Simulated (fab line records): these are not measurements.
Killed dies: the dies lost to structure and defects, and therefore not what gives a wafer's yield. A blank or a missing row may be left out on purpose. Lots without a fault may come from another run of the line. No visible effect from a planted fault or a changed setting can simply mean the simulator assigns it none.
Split-lot trial || flow n5 finfet || 7 lots, 21 wafers read, on a route of 1938 steps

THE SPLIT ITSELF
At N5_BEOL_M4_COAT_73 (time 60 s, resist thk 5 nm), the setting spin rpm was moved away from the recipe's 1500 rpm on 4 of the 21 wafers read, by -4.5% to -3.9%. All remaining wafers had this setting at the recipe value.

FROM THE SPLIT TO THE READING: what the file shows between them, 5 steps
- N5_BEOL_M4_COAT_05: resist thk 30 nm (also split here: spin rpm)
- N5_BEOL_M4_EXPOSE_08: exposes mask M4 (also split here: dose mj)
- N5_BEOL_M4_PEB_09: peb time 60 s
- N5_BEOL_M4_DEVELOP_10: develop time 30 s
- N5_BEOL_M4_DESCUM_16: chemistry O2, time 7 s

THE READING
etch.depth nm (the simulator's own value, which no gauge read), in nm, at N5_BEOL_M4_ETCH_74 (etches underlayer in N2/H2, target depth 6.5 nm, time 5.2 s). There is no usual value for it anywhere in the file. Here, 17 wafers ran the recipe; their average is 5.000 nm with a standard deviation of 0.012 nm.

{"wafer": "L075.1", "tool, chamber at the split": "litho track-05, 0", "spin rpm as run, rpm": 1500, "against the recipe": "recipe", "etch.depth nm, nm": 4.983, "against lot-mates on the recipe": "-"}
{"wafer": "L075.3", "tool, chamber at the split": "litho track-05, 0", "spin rpm as run, rpm": 1500, "against the recipe": "recipe", "etch.depth nm, nm": 4.997, "against lot-mates on the recipe": "-"}
{"wafer": "L075.4", "tool, chamber at the split": "litho track-05, 0", "spin rpm as run, rpm": 1500, "against the recipe": "recipe", "etch.depth nm, nm": 4.994, "against lot-mates on the recipe": "-"}
{"wafer": "L076.1", "tool, chamber at the split": "litho track-02, 0", "spin rpm as run, rpm": 1500, "against the recipe": "recipe", "etch.depth nm, nm": 4.981, "against lot-mates on the recipe": "-"}
{"wafer": "L076.2", "tool, chamber at the split": "litho track-02, 0", "spin rpm as run, rpm": 1500, "against the recipe": "recipe", "etch.depth nm, nm": 4.99, "against lot-mates on the recipe": "-"}
{"wafer": "L076.6", "tool, chamber at the split": "litho track-02, 0", "spin rpm as run, rpm": 1500, "against the recipe": "recipe", "etch.depth nm, nm": 4.982, "against lot-mates on the recipe": "-"}
{"wafer": "L077.2", "tool, chamber at the split": "litho track-05, 0", "spin rpm as run, rpm": 1500, "against the recipe": "recipe", "etch.depth nm, nm": 5.019, "against lot-mates on the recipe": "-"}
{"wafer": "L077.5", "tool, chamber at the split": "litho track-05, 0", "spin rpm as run, rpm": 1500, "against the recipe": "recipe", "etch.depth nm, nm": 5.004, "against lot-mates on the recipe": "-"}
{"wafer": "L077.6", "tool, chamber at the split": "litho track-05, 0", "spin rpm as run, rpm": 1433, "against the recipe": "-4.5%", "etch.depth nm, nm": 5.112, "against lot-mates on the recipe": "+0.101"}
{"wafer": "L080.4", "tool, chamber at the split": "litho track-02, 0", "spin rpm as run, rpm": 1439, "against the recipe": "-4.1%", "etch.depth nm, nm": 5.106, "against lot-mates on the recipe": "+0.087"}
{"wafer": "L080.5", "tool, chamber at the split": "litho track-02, 0", "spin rpm as run, rpm": 1500, "against the recipe": "recipe", "etch.depth nm, nm": 5.019, "against lot-mates on the recipe": "-"}
{"wafer": "L080.6", "tool, chamber at the split": "litho track-02, 0", "spin rpm as run, rpm": 1439, "against the recipe": "-4.1%", "etch.depth nm, nm": 5.11, "against lot-mates on the recipe": "+0.091"}
{"wafer": "L087.1", "tool, chamber at the split": "litho track-03, 0", "spin rpm as run, rpm": 1500, "against the recipe": "recipe", "etch.depth nm, nm": 4.999, "against lot-mates on the recipe": "-"}
{"wafer": "L087.2", "tool, chamber at the split": "litho track-03, 0", "spin rpm as run, rpm": 1500, "against the recipe": "recipe", "etch.depth nm, nm": 5.014, "against lot-mates on the recipe": "-"}
{"wafer": "L087.4", "tool, chamber at the split": "litho track-03, 0", "spin rpm as run, rpm": 1500, "against the recipe": "recipe", "etch.depth nm, nm": 4.996, "against lot-mates on the recipe": "-"}
{"wafer": "L089.2", "tool, chamber at the split": "litho track-05, 0", "spin rpm as run, rpm": 1441, "against the recipe": "-3.9%", "etch.depth nm, nm": 5.109, "against lot-mates on the recipe": "+0.099"}
{"wafer": "L089.3", "tool, chamber at the split": "litho track-05, 0", "spin rpm as run, rpm": 1500, "against the recipe": "recipe", "etch.depth nm, nm": 5.013, "against lot-mates on the recipe": "-"}
{"wafer": "L089.5", "tool, chamber at the split": "litho track-05, 0", "spin rpm as run, rpm": 1500, "against the recipe": "recipe", "etch.depth nm, nm": 5.007, "against lot-mates on the recipe": "-"}
{"wafer": "L090.1", "tool, chamber at the split": "litho track-05, 0", "spin rpm as run, rpm": 1500, "against the recipe": "recipe", "etch.depth nm, nm": 4.999, "against lot-mates on the recipe": "-"}
{"wafer": "L090.2", "tool, chamber at the split": "litho track-05, 0", "spin rpm as run, rpm": 1500, "against the recipe": "recipe", "etch.depth nm, nm": 5.007, "against lot-mates on the recipe": "-"}
{"wafer": "L090.4", "tool, chamber at the split": "litho track-05, 0", "spin rpm as run, rpm": 1500, "against the recipe": "recipe", "etch.depth nm, nm": 4.994, "against lot-mates on the recipe": "-"}

THE FIT
A straight line over all 21 wafers: etch.depth nm changes by -0.0264 nm for each +1% of spin rpm; r = -0.97; the points scatter about the line by 0.011 nm.
The same after taking each lot's own level away (the mean of its wafers on the recipe; 21 wafers): -0.0228 nm for each +1%; r = -0.99; scatter 0.006 nm.
According to that fit, moving spin rpm by its largest amount changes the reading by 0.1 nm.
Across the lots, their own levels run from 4.9843 to 5.0190 nm, a range of 2.9 times the standard deviation given above.
Hence the slope depends on the lot-to-lot level, as the two fits are not the same.
Check: for one of the wafers moved furthest among these (-4.5%), held out of the fit, the line's prediction against its lot-mates is +0.102 nm. It came out at +0.101 nm against them.

OTHER SPLITS APPLIED TO THESE WAFERS
These wafers also went through other splits before the reading. Each is held against what the fit with the lots' levels taken away leaves over:
{"other split on the same wafers": "N5_BEOL_M3_EXPOSE_08 dose mj", "wafers away from the commonest value": 9, "r with etch.depth nm (lot level and that fit taken away)": "+0.21"}
{"other split on the same wafers": "N5_BEOL_M4_COAT_61 spin rpm", "wafers away from the commonest value": 7, "r with etch.depth nm (lot level and that fit taken away)": -0.08}
{"other split on the same wafers": "N5_BEOL_M4_COAT_05 spin rpm", "wafers away from the commonest value": 5, "r with etch.depth nm (lot level and that fit taken away)": -0.34}
{"other split on the same wafers": "N5_BEOL_M4_EXPOSE_08 dose mj", "wafers away from the commonest value": 7, "r with etch.depth nm (lot level and that fit taken away)": -0.14}

THE FILE'S OWN FIT
etch.depth nm changes by -0.0231 nm for each +1% of spin rpm, r = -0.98.
